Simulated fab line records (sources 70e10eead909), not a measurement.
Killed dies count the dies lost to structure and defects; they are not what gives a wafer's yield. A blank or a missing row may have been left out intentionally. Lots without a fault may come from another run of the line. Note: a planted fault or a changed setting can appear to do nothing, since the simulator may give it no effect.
Which tool did it? ; flow nand_harc ; 24 lots, 72 wafers sampled, at 2 steps of a route of 1302

WHAT EACH GAUGE READ, for each wafer
NHARC_A_ONON_D2_THK_MEAS_02: measures by ellipsometry. Usual: 1001 nm for thk_nm, sd 11.
lot;measured;on;thk_nm (nm);flag
L074;day 12 13:22;film_metro-01;1010 1011 1010;
L075;day 12 13:23;film_metro-02;979 980 980;
L076;day 13 11:14;film_metro-02;992 991 992;
L077;day 13 11:15;film_metro-01;994 995 995;
L078;day 13 18:12;film_metro-02;993 993 994;
L080;day 14 10:43;film_metro-02;1007 1008 1009;
L079;day 14 10:58;film_metro-02;1012 1013 1012;
L081;day 15 04:55;film_metro-01;1010 1009 1009;
L082;day 15 20:50;film_metro-02;1032 1030 1030;
L084;day 16 12:52;film_metro-01;1002 1002 1001;
L083;day 16 12:52;film_metro-02;1002 1004 1004;
L086;day 17 10:22;film_metro-02;1008 1006 1007;
L085;day 17 10:48;film_metro-01;990 990 992;
L087;day 18 11:53;film_metro-02;1004 1002 1004;
L088;day 18 17:21;film_metro-02;996 997 998;
L089;day 18 17:23;film_metro-01;992 995 993;
L090;day 19 11:05;film_metro-02;997 998 997;
L091;day 19 18:25;film_metro-02;991 992 992;
L092;day 19 18:26;film_metro-01;990 988 988;
L093;day 19 21:05;film_metro-02;1009 1007 1008;
L094;day 21 02:53;film_metro-02;1011 1013 1013;
L095;day 21 16:29;film_metro-02;1010 1009 1009;
L096;day 22 00:58;film_metro-01;1002 1001 1004;
L097;day 22 05:04;film_metro-01;990 989 989;

NHARC_A_CHANNEL_HOLE_D2_CD_MEAS_18. Usual: 99.7 nm for cd_nm, sd 2.2.
lot;measured;on;cd_nm (nm);flag
L074;day 13 05:57;cd_sem-03;97.6 99.2 94.3;
L075;day 13 05:47;cd_sem-03;101.0 101.5 101.9;
L076;day 14 08:28;cd_sem-03;97.8 97.7 95.0;
L077;day 14 08:40;cd_sem-02;101.0 97.5 98.6;
L078;day 14 14:17;cd_sem-03;99.7 98.4 101.4;
L080;day 15 04:14;cd_sem-02;97.2 102.1 96.7;
L079;day 15 03:42;cd_sem-01;99.4 99.4 98.0;
L081;day 15 22:24;cd_sem-02;100.4 99.5 100.9;
L082;day 16 13:42;cd_sem-01;97.2 101.7 105.5;
L084;day 17 06:49;cd_sem-01;98.0 102.7 103.1;
L083;day 17 05:58;cd_sem-01;97.6 98.4 100.5;
L086;day 18 03:49;cd_sem-03;99.6 103.1 103.1;
L085;day 18 03:30;cd_sem-02;96.8 102.9 95.5;
L087;day 19 04:38;cd_sem-02;101.8 98.2 100.5;
L088;day 19 12:38;cd_sem-01;97.8 94.6 101.9;
L089;day 19 14:18;cd_sem-01;99.2 96.1 99.4;
L090;day 20 04:03;cd_sem-02;97.1 102.5 103.5;
L091;day 20 11:02;cd_sem-03;101.8 101.1 101.3;
L092;day 20 11:23;cd_sem-02;102.3 101.8 102.0;
L093;day 20 11:53;cd_sem-01;99.6 97.8 96.3;
L094;day 21 21:17;cd_sem-03;97.6 101.1 100.3;
L095;day 22 09:16;cd_sem-02;96.4 101.1 97.4;
L096;day 22 21:55;cd_sem-01;95.8 99.8 102.7;
L097;day 22 19:52;cd_sem-01;95.4 99.2 97.5;

EACH LOT AND THE TOOL THAT RAN IT (in order: tool; ch and the chambers of the sampled wafers; start)
Record: no process step prior to these readings.

AS READ BY THE TOOLS THEMSELVES (means over the sampled wafers that have a number; for cases with no such wafer, the mark the record gives instead)
The record holds no such reading with a usual standard deviation.

THE ANSWER, worked out from the rows above alone
Rule: lot off if the mean of its wafers having a number is beyond 3 standard deviations from the usual mean. Also off: a lot with no number at a reading for which 4 or more lots have one. The other lots that the step has rows for count as sound. The gauges are gone through in route order, then the tools' own readings, and for those a lot's mean is taken as printed above. The first step at which some lot is off is used, and at that step the reading that is off furthest; a lot without a number counts as furthest.
None of the lots is off at any reading shown; this tells nothing.

WHAT THE SIMULATOR PUT IN
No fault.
